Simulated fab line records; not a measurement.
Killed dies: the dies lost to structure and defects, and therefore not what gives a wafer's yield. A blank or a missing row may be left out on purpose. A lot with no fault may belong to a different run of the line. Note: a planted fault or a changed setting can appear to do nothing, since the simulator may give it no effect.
fab line records	flow nand-harc
record lots=5	wafers=15	last-day=24
route steps=1159 shown A_M0@1014 A_M1@1026 END@1159
lots untouched by any fault: they come from a run of this same line in which no faults occurred
start-h: hours from the record's opening day to when the first of the lot's shown wafers began	wait-h: hours from the lot's prior step to this one	" as in the row above	L1.1+2: a single row standing in for several wafers	- either no value or no given start	* or withheld: withheld	< > ~ a bound
route shown NAME@n: names a module that has steps shown in the file, with the first one's number in the route	usual: the fault-free wafers' mean and standard deviation	same: alike in all rows	chamber/n: place in a boat	sites: the reading at each site	_std_site: standard deviation of those values	_edge_site: outer sites' mean less inner sites'	radius-mm: how far each site lies from the wafer's centre	mask NAME#n: copy n	behind: the tool/chamber that last shaped the wafer	hold: reason for holding the lot/hours on hold/outcome of the hold	device: names the non-switching transistor (n, p or np)	end of line: the same wafers' tests at the end of the route	a step with no rows: only its recipe	killed: the dies lost at the first sort to structure and to defects; this is not the yield of the wafer	map: shows each die of a wafer: x if killed, . if not, _ if none is there
set.NAME: the setting as run; set.NAME@STEP: as run at that earlier step	model.NAME: the simulator's own value behind a step, which no gauge read
lots at some steps of the route; a table a step, a row a wafer
services: the hour from which a tool's chamber was out of use, counted from the record's first day as start-h (under 0 if before that day), plus the number of hours and why
## steps
# step NHARC_A_M0_PRE_CLEAN_29
# recipe time-s=30	temp-c=280	gas=H2/He
# step NHARC_A_M0_PVD_20
# recipe target-thk-a=50	bias-v=168.6	power-w=15000	chamber-pressure-pa=0.12	time-s=8.06	substrate-temp-c=50	material=TaN
# step NHARC_A_M0_PVD_21
# recipe target-thk-a=300	chamber-pressure-pa=5	power-w=5000	substrate-temp-c=30	time-s=20.49	material=Cu
# step NHARC_A_M0_ECD_22
# recipe target-thk-a=4000	bath-temp-c=25	material=Cu
# step NHARC_A_M0_ANNEAL_30
# recipe temp-c=225	time-s=90
# step NHARC_A_M0_CMP_23
# recipe t-overpolish-s=20	target-thk-nm=113.75
# step NHARC_A_M0_THK_MEAS_24
# recipe thk-meas-gauge=xrf
# usual thk-nm=113.9/1.6
lot.wafer	tool	chamber	start-h	wait-h	thk-nm
L497.2	film-metro-02	-	403.96	-	113.8
L497.3	"	-	"	"	114.9
L497.6	"	-	"	"	114.5
L500.1	film-metro-01	-	412.80	-	116.3
L500.3	"	-	"	"	114.6
L500.6	"	-	"	"	113.8
L514.2	film-metro-01	-	505.06	-	112.3
L514.5	"	-	"	"	111.8
L514.6	"	-	"	"	112.7
L515.2	film-metro-01	-	505.70	-	115.9
L515.4	"	-	"	"	114.9
L515.5	"	-	"	"	116.5
L518.4	film-metro-01	-	530.86	-	116.3
L518.5	"	-	"	"	114.1
L518.6	"	-	"	"	113.2
# step NHARC_A_M0_SRD_25
# step NHARC_A_M0_INSPECT_27
# usual raw-defect-count=440/110
lot.wafer	tool	chamber	start-h	wait-h	raw-defect-count
L497.2	defect-inspect-02	-	404.12	0.0	430
L497.3	"	-	"	"	469
L497.6	"	-	"	"	427
L500.1	defect-inspect-01	-	412.99	0.0	357
L500.3	"	-	"	"	430
L500.6	"	-	"	"	341
L514.2	defect-inspect-02	-	505.21	0.0	361
L514.5	"	-	"	"	513
L514.6	"	-	"	"	368
L515.2	defect-inspect-02	-	505.85	0.0	452
L515.4	"	-	"	"	395
L515.5	"	-	"	"	453
L518.4	defect-inspect-02	-	531.03	0.0	530
L518.5	"	-	"	"	406
L518.6	"	-	"	"	467
# step NHARC_A_M0_PRE_CLEAN_31
# recipe time-s=12	temp-c=370	rf-power-w=300	gas=NH3
# step NHARC_A_M0_DEP_32
# recipe target-thk-a=300	temp-c=370	target-thk-nm=30	pressure-torr=3	flow-sccm=200	rf-w=450	material=SiCN
# usual chamber-pressure-Torr=3.000/0.0063	heater-power-w=575/44
lot.wafer	tool	chamber	start-h	wait-h	chamber-pressure-Torr	heater-power-w
L497.2	pecvd-03	0	404.31	0.1	2.998	618
L497.3	"	1	"	"	2.997	546
L497.6	"	0	"	"	2.997	636
L500.3	pecvd-03	2	413.18	0.1	2.994	623
L500.1	"	0	"	"	2.995	566
L500.6	"	0	"	"	2.997	568
L514.2	pecvd-01	2	505.40	0.1	2.994	496
L514.6	"	1	"	"	3.002	566
L514.5	"	0	"	"	2.998	493
L515.2	pecvd-04	2	506.10	0.1	3.001	548
L515.4	"	0	"	"	3.009	615
L515.5	"	2	"	"	3.001	559
L518.4	pecvd-04	0	531.31	0.2	3.006	617
L518.6	"	1	"	"	2.998	633
L518.5	"	2	"	"	3.000	546
# step NHARC_A_M1_DEP_00
# recipe target-thk-a=1825	target-thk-nm=182.5	temp-c=withheld	pressure-torr=5	flow-sccm=200	rf-w=600	material=SiOC
# usual chamber-pressure-Torr=5.000/0.011
lot.wafer	tool	chamber	start-h	wait-h	chamber-pressure-Torr
L497.2	pecvd-04	2	404.73	-	5.010
L497.3	"	0	"	"	4.988
L497.6	"	0	"	"	4.997
L500.3	pecvd-04	1	413.60	-	5.006
L500.1	"	2	"	"	5.004
L500.6	"	1	"	"	4.994
L514.2	pecvd-01	1	505.84	-	5.004
L514.5	"	2	"	"	4.990
L514.6	"	1	"	"	5.015
L515.2	pecvd-04	1	506.49	-	5.011
L515.5	"	0	"	"	5.014
L515.4	"	1	"	"	5.002
L518.4	pecvd-04	2	531.71	-	5.001
L518.6	"	0	"	"	5.003
L518.5	"	1	"	"	5.006
# step NHARC_A_M1_DEHYDRATE_01
# recipe temp-c=150	time-s=120
# step NHARC_A_M1_HMDS_02
# recipe time-s=30
# step NHARC_A_M1_COAT_34
# recipe temp-c=200	time-s=65
# step NHARC_A_M1_COAT_03
# recipe spin-rpm=1500	resist-thk-nm=90
# step NHARC_A_M1_SOFTBAKE_04
# recipe temp-c=105	time-s=55
# step NHARC_A_M1_EBR_05
# step NHARC_A_M1_EXPOSE_06
# recipe na=1.35	target-cd-nm=120	dose-mj=75.13	mask-id=A_M1
# step NHARC_A_M1_PEB_07
# recipe peb-temp-c=100	peb-time-s=65
# step NHARC_A_M1_DEVELOP_08
# recipe develop-time-s=35	dev-temp-c=23
# step NHARC_A_M1_CD_MEAS_09
# recipe target-cd-nm=120	landing-energy-ev=500
# usual cd-nm=119.9/0.67
lot.wafer	tool	chamber	start-h	wait-h	cd-nm
L497.2	cd-sem-02	0	405.39	-	119.2
L497.3	"	0	"	"	119.8
L497.6	"	0	"	"	119.6
L500.1	cd-sem-01	0	414.39	-	119.7
L500.3	"	0	"	"	119.6
L500.6	"	0	"	"	118.8
L514.2	cd-sem-03	0	506.47	-	120.6
L514.5	"	0	"	"	120.0
L514.6	"	0	"	"	120.3
L515.2	cd-sem-03	0	507.23	-	119.4
L515.4	"	0	"	"	119.4
L515.5	"	0	"	"	118.2
L518.4	cd-sem-02	0	532.42	-	119.8
L518.5	"	0	"	"	120.5
L518.6	"	0	"	"	120.5
# step NHARC_A_M1_OVL_MEAS_10
# recipe pitch-nm=240
# usual overlay-x-nm=-0.2/0.55	overlay-y-nm=-0.2/0.94
lot.wafer	tool	chamber	start-h	wait-h	overlay-x-nm	overlay-y-nm
L497.2	overlay-02	-	405.47	-	0.1	1.8
L497.3	"	-	"	"	-0.1	2.2
L497.6	"	-	"	"	0.3	2.3
L500.1	overlay-01	-	414.48	-	-0.1	-0.4
L500.3	"	-	"	"	-0.6	0.1
L500.6	"	-	"	"	-0.6	0.3
L514.2	overlay-01	-	506.56	-	-1.4	0.2
L514.5	"	-	"	"	-0.7	0.1
L514.6	"	-	"	"	-0.9	0.4
L515.2	overlay-01	-	507.32	-	0.7	0.7
L515.4	"	-	"	"	-0.1	0.9
L515.5	"	-	"	"	0.4	0.8
L518.4	overlay-02	-	532.50	-	0.3	0.2
L518.5	"	-	"	"	-0.1	0.6
L518.6	"	-	"	"	0.2	0.4
# step NHARC_A_M1_INSPECT_11
# usual raw-defect-count=30/13
lot.wafer	tool	chamber	start-h	wait-h	raw-defect-count
L497.2	defect-inspect-01	-	405.52	0.0	10
L497.3	"	-	"	"	14
L497.6	"	-	"	"	12
L500.1	defect-inspect-02	-	414.51	0.0	21
L500.3	"	-	"	"	21
L500.6	"	-	"	"	35
L514.2	defect-inspect-01	-	506.60	0.0	40
L514.5	"	-	"	"	36
L514.6	"	-	"	"	37
L515.2	defect-inspect-01	-	507.36	0.0	43
L515.4	"	-	"	"	32
L515.5	"	-	"	"	33
L518.4	defect-inspect-02	-	532.54	0.0	24
L518.5	"	-	"	"	49
L518.6	"	-	"	"	46
# step NHARC_A_M1_DESCUM_14
# recipe time-s=3	o2-flow-sccm=200	ar-flow-sccm=0	bias-power-w=0	chemistry=O2
# step NHARC_A_M1_ETCH_35
# recipe target-depth-a=400	overetch-a=120	time-s=43.94	ion-energy-ev=200	n2-flow-sccm=150	h2-flow-sccm=150	ar-flow-sccm=0	rf-w=400	bias-w=150	chemistry=N2/H2
# usual drypump-motor-current-A=5.55/0.29	oes-product-au=0.998/0.0096	rf-vpp-V=431.8/2.2	showerhead-plenum-p-Torr=2.09/0.077	throttle-valve-pct=14.170/0.0097
lot.wafer	tool	chamber	start-h	wait-h	drypump-motor-current-A	oes-product-au	rf-hours-counter-h	rf-vpp-V	showerhead-plenum-p-Torr	throttle-valve-pct
L497.3	rie-diel-03	0	405.66	0.1	5.94	0.992	1	429.4	1.98	14.173
L497.2	"	1	"	"	5.95	0.989	0	433.7	2.17	14.163
L497.6	"	0	"	"	5.92	0.990	-	428.8	1.98	14.168
L500.1	rie-diel-11	3	414.67	0.1	5.22	0.987	1	432.2	2.07	14.155
L500.3	"	1	"	"	5.24	1.000	1	431.7	2.04	14.166
L500.6	"	2	"	"	5.52	1.019	-	432.2	2.13	14.148
L514.2	rie-diel-03	0	506.76	0.1	5.94	0.999	6	429.4	1.97	14.143
L514.6	"	1	"	"	5.93	1.002	-	433.9	2.17	14.179
L514.5	"	2	"	"	5.36	1.000	-	431.8	2.13	14.175
L515.2	rie-diel-10	3	507.53	0.1	5.19	0.995	11	435.7	2.17	14.170
L515.4	"	0	"	"	5.94	1.013	-	428.7	1.95	14.173
L515.5	"	3	"	"	5.23	1.006	-	434.5	2.17	14.169
L518.4	rie-diel-11	0	532.68	0.1	5.82	1.006	4	429.4	1.99	14.165
L518.6	"	0	"	"	5.84	1.001	-	429.5	1.99	14.186
L518.5	"	1	"	"	5.24	0.992	-	429.8	2.04	14.184
# step NHARC_A_M1_ETCH_15
# recipe target-depth-a=1825	time-s=91.2	c4f8-flow-sccm=withheld	ar-flow-sccm=400	rf-w=600	bias-w=300	chemistry=C4F8/Ar
# step NHARC_A_M1_CD_MEAS_16
# usual cd-nm=120.1/0.81
lot.wafer	tool	chamber	start-h	wait-h	cd-nm
L497.2	cd-sem-02	-	405.88	-	119.6
L497.3	"	-	"	"	119.5
L497.6	"	-	"	"	118.9
L500.1	cd-sem-03	-	414.88	-	119.2
L500.3	"	-	"	"	119.3
L500.6	"	-	"	"	118.4
L514.2	cd-sem-02	-	506.96	-	120.4
L514.5	"	-	"	"	119.7
L514.6	"	-	"	"	120.4
L515.2	cd-sem-02	-	507.78	-	119.5
L515.4	"	-	"	"	118.9
L515.5	"	-	"	"	118.1
L518.4	cd-sem-01	-	532.91	-	119.1
L518.5	"	-	"	"	119.9
L518.6	"	-	"	"	120.0
# step NHARC_A_M1_STRIP_18
# recipe power-w=1000	n2-flow-sccm=150	h2-flow-sccm=150	ar-flow-sccm=0	bias-w=0	chemistry=N2/H2
# usual drypump-motor-current-A=5.55/0.29	oes-product-au=0.998/0.0095	rf-vpp-V=91.1/0.89	showerhead-plenum-p-Torr=2.09/0.079	throttle-valve-pct=14.172/0.0092
lot.wafer	tool	chamber	start-h	wait-h	drypump-motor-current-A	oes-product-au	rf-hours-counter-h	rf-vpp-V	showerhead-plenum-p-Torr	throttle-valve-pct
L497.3	rie-diel-10	2	405.96	0.1	5.35	1.020	4	90.3	2.18	14.159
L497.2	"	1	"	"	5.43	0.993	4	90.2	2.11	14.171
L497.6	"	3	"	"	5.23	0.990	-	91.4	2.17	14.171
L500.3	rie-diel-11	0	415.01	0.1	5.77	0.991	1	89.8	1.99	14.161
L500.1	"	1	"	"	5.26	1.005	1	88.7	2.04	14.187
L500.6	"	2	"	"	5.52	1.010	-	92.3	2.13	14.175
L514.2	rie-diel-11	2	507.04	0.1	5.54	1.009	2	91.6	2.13	14.179
L514.6	"	2	"	"	5.53	1.015	-	90.4	2.13	14.164
L514.5	"	1	"	"	5.25	0.992	-	90.1	2.04	14.163
L515.4	rie-diel-03	2	507.87	0.1	5.36	1.006	9	91.7	2.13	14.166
L515.2	"	3	"	"	5.49	1.001	9	91.5	2.14	14.179
L515.5	"	2	"	"	5.35	0.999	-	91.4	2.13	14.160
L518.4	rie-diel-11	2	533.05	0.1	5.53	1.023	3	89.3	2.13	14.168
L518.5	"	3	"	"	5.22	0.984	-	92.1	2.07	14.157
L518.6	"	0	"	"	5.81	0.990	-	90.9	1.99	14.166
# step NHARC_A_M1_ETCH_28
# recipe target-depth-a=300	over-etch-frac=0.3	time-s=72.99	ion-energy-ev=150	cf4-flow-sccm=50	n2-flow-sccm=100	ar-flow-sccm=150	rf-w=300	bias-w=100	chemistry=CF4/N2
# step NHARC_A_M1_STRIP_19
# recipe time-s=600	temp-c=30	chemistry=post-etch-residue-remover
# step NHARC_A_M1_DEGAS_29
# recipe temp-c=250	time-s=60
# step NHARC_A_M1_PRE_CLEAN_30
# recipe time-s=30	temp-c=280	gas=H2/He
# step NHARC_A_M1_PVD_20
# recipe target-thk-a=50	bias-v=168.6	power-w=15000	chamber-pressure-pa=0.12	time-s=8.06	substrate-temp-c=50	material=TaN
# usual cathode-dc-power-W=15000/2.4	throttle-valve-pct=29.9/1.1
lot.wafer	tool	chamber	start-h	wait-h	cathode-dc-power-W	throttle-valve-pct
L497.3	pvd-sputter-01	-	-	-	15000	30.5
L497.2	"	-	"	"	15001	30.5
L497.6	"	-	"	"	14998	30.2
L500.1	pvd-sputter-01	-	-	-	14997	30.5
L500.3	"	-	"	"	15000	28.7
L500.6	"	-	"	"	14997	27.4
L514.2	pvd-sputter-01	-	-	-	14999	30.6
L514.5	"	-	"	"	15003	27.3
L514.6	"	-	"	"	15003	30.8
L515.2	pvd-sputter-03	-	-	-	14999	30.3
L515.4	"	-	"	"	14999	31.0
L515.5	"	-	"	"	14998	30.3
L518.4	pvd-sputter-01	-	-	-	15002	29.8
L518.6	"	-	"	"	14999	29.8
L518.5	"	-	"	"	15000	30.6
# step NHARC_A_M1_PVD_21
# recipe target-thk-a=300	chamber-pressure-pa=5	power-w=5000	substrate-temp-c=30	time-s=20.49	material=Cu
# step NHARC_A_M1_ECD_22
# recipe target-thk-a=4000	bath-temp-c=25	material=Cu
# step NHARC_A_M1_ANNEAL_31
# recipe temp-c=225	time-s=90
# step NHARC_A_M1_CMP_23
# recipe t-overpolish-s=20	target-thk-nm=154.34
# usual motor-current-A=12.5/1.4	time-to-endpoint-s=28.7/2.4
lot.wafer	tool	chamber	start-h	wait-h	motor-current-A	time-to-endpoint-s
L497.3	cmp-03	0	407.69	-	14.8	28.0
L497.2	"	2	"	"	13.7	26.2
L497.6	"	0	"	"	15.1	28.0
L500.3	cmp-04	1	416.75	-	11.2	31.6
L500.1	"	0	"	"	11.3	29.7
L500.6	"	1	"	"	11.0	30.9
L514.2	cmp-03	3	508.96	-	11.5	28.3
L514.6	"	0	"	"	14.4	28.2
L514.5	"	1	"	"	13.4	31.4
L515.4	cmp-04	1	509.61	-	11.0	24.5
L515.2	"	2	"	"	13.2	23.5
L515.5	"	1	"	"	10.8	25.3
L518.4	cmp-03	1	535.53	-	13.6	32.3
L518.5	"	1	"	"	13.2	31.4
L518.6	"	2	"	"	13.6	29.1
# step NHARC_A_M1_SRD_25
# step NHARC_END_SORT_01
# recipe temp-c=25
# usual defect-limited-yield=95.6/1.4	killed-at-array=26/9	killed-at-other=0.8/1.2	killed-at-periphery=3.2/2.3	killed-dies=30/9.1	killed-open=3.5/2	killed-short=1.8/1.4	sort_bin_2_pct=1.4/0.59	sort_bin_3_pct=0.25/0.22	sort_bin_4_pct=2.8/0.91	sort-n-pass=647/9.1	sort-rim-yield-pct=95.4/3	sort-yield-pct=95.6/1.4
# same gross-dies=677	sort_bin_5_pct[%]=0	sort_bin_6_pct[%]=0	sort_bin_7_pct[%]=0	sort_bin_8_pct[%]=0	sort-rim-n-gross=106.00
lot.wafer	tool	chamber	start-h	wait-h	defect-limited-yield[%]	killed-at-array	killed-at-other	killed-at-periphery	killed-dies	killed-open	killed-short	sort_bin_2_pct[%]	sort_bin_3_pct[%]	sort_bin_4_pct[%]	sort-n-pass	sort-rim-yield-pct[%]	sort-yield-pct[%]
L500.6	prober-01	0	458.64	4.0	0	676	0	1	677	0	0	96.5	0.44	3.1	0	0	0
# killed by level:class
L500.6 A_M1:area-dep=646 A_CHANNEL_HOLE_D1:chamber-film-flake=18 A_CHANNEL_FILL_D1:chamber-film-flake=5 A_WL_FILL:chamber-film-flake=3 A_CONTACT:chamber-film-flake=2 P_GATE:chamber-film-flake=1 A_SLIT:chamber-film-flake=1 A_BONDPAD:chamber-film-flake=1
# map L500.6 (x killed, . not)
____________x____________
_________xxxxxxx_________
_______xxxxxxxxxxx_______
______xxxxxxxxxxxxx______
_____xxxxxxxxxxxxxxx_____
____xxxxxxxxxxxxxxxxx____
____xxxxxxxxxxxxxxxxx____
___xxxxxxxxxxxxxxxxxxx___
___xxxxxxxxxxxxxxxxxxx___
__xxxxxxxxxxxxxxxxxxxxx__
__xxxxxxxxxxxxxxxxxxxxx__
_xxxxxxxxxxxxxxxxxxxxxxx_
_xxxxxxxxxxxxxxxxxxxxxxx_
_xxxxxxxxxxxxxxxxxxxxxxx_
_xxxxxxxxxxxxxxxxxxxxxxx_
_xxxxxxxxxxxxxxxxxxxxxxx_
xxxxxxxxxxxxxxxxxxxxxxxxx
xxxxxxxxxxxxxxxxxxxxxxxxx
xxxxxxxxxxxxxxxxxxxxxxxxx
xxxxxxxxxxxxxxxxxxxxxxxxx
xxxxxxxxxxxxxxxxxxxxxxxxx
_xxxxxxxxxxxxxxxxxxxxxxx_
_xxxxxxxxxxxxxxxxxxxxxxx_
_xxxxxxxxxxxxxxxxxxxxxxx_
_xxxxxxxxxxxxxxxxxxxxxxx_
_xxxxxxxxxxxxxxxxxxxxxxx_
__xxxxxxxxxxxxxxxxxxxxx__
__xxxxxxxxxxxxxxxxxxxxx__
___xxxxxxxxxxxxxxxxxxx___
___xxxxxxxxxxxxxxxxxxx___
____xxxxxxxxxxxxxxxxx____
____xxxxxxxxxxxxxxxxx____
_____xxxxxxxxxxxxxxx_____
______xxxxxxxxxxxxx______
_______xxxxxxxxxxx_______
_________xxxxxxx_________
____________x____________
# map L518.6 (x killed, . not)
____________.____________
_________......._________
_______...x......._______
______.............______
_____..............._____
____.................____
____.................____
___...................___
___...................___
__.....................__
__........x............__
_............x........x._
_.........x............._
_......................._
_............x.........._
_......................._
..............x.........x
x...................x....
.........................
..x.........x............
.........................
_......................._
_.x..x.................._
_xx....................._
_.xx..x................._
_xxx..x................._
__xx.x.x...............__
__.x...................__
___.x.................___
___..x................___
____..x..............____
____.............x...____
_____..............x_____
______...........x.______
_______........x.._______
_________x......_________
____________.____________
## services
tool	chamber	start-h	hours	kind
pecvd-04	0	389.61	6.4	repair
rie-diel-03	-	392.30	9.0	pm
cmp-04	-	400.22	4.0	pm
pvd-sputter-01	-	401.27	3.5	repair
pecvd-01	-	418.39	13.0	pm
cmp-04	-	428.33	0.9	repair
rie-diel-03	0	432.71	12.3	repair
pvd-sputter-01	-	435.59	5.0	repair
pecvd-01	-	448.27	0.9	repair
cmp-03	-	451.17	4.0	pm
pecvd-04	-	454.48	4.5	repair
pecvd-01	2	457.95	3.3	repair
pecvd-03	-	473.26	13.0	pm
rie-diel-11	2	477.32	23.2	repair
rie-diel-10	2	496.06	15.7	repair
cmp-04	-	498.31	4.0	pm
rie-diel-11	1	501.10	1.4	repair
rie-diel-11	0	502.42	6.5	repair
pvd-sputter-01	-	516.94	10.0	pm
cmp-04	-	517.59	1.8	repair
pecvd-01	2	524.80	6.5	repair
rie-diel-11	-	525.51	0.7	repair
rie-diel-03	3	527.89	10.6	repair
rie-diel-10	-	530.71	9.0	pm
## key
first-sign step=NHARC_END_SORT_01	reading=sort_bin_2_pct	direction=up	sigmas=99+	usual=1.4	struck=96.5
effect step=NHARC_END_SORT_01	reading=killed-at-array	direction=up	sigmas=72	usual=26	struck=676
more-kills-born-at NHARC_A_M1_DEP_00@pecvd-04=646
met-at NHARC_A_M1_DEP_00
struck-wafers L500.6
later-rows-left-out L500.6
onset-between 404.73 413.60
fault kind=process-parameter-drift	tool=pecvd-04	chamber=-	onset-h=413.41	steps=NHARC_A_M1_DEP_00	channel=target-thk-nm	offset=123.79	shape=step	end-h=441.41	scope=struck-wafers-only	acts-in=these-recipes-only	stated=182.5
# later-rows-left-out: the simulator's readings of these wafers behind a module that went badly wrong aren't trusted and aren't shown, but for the sort
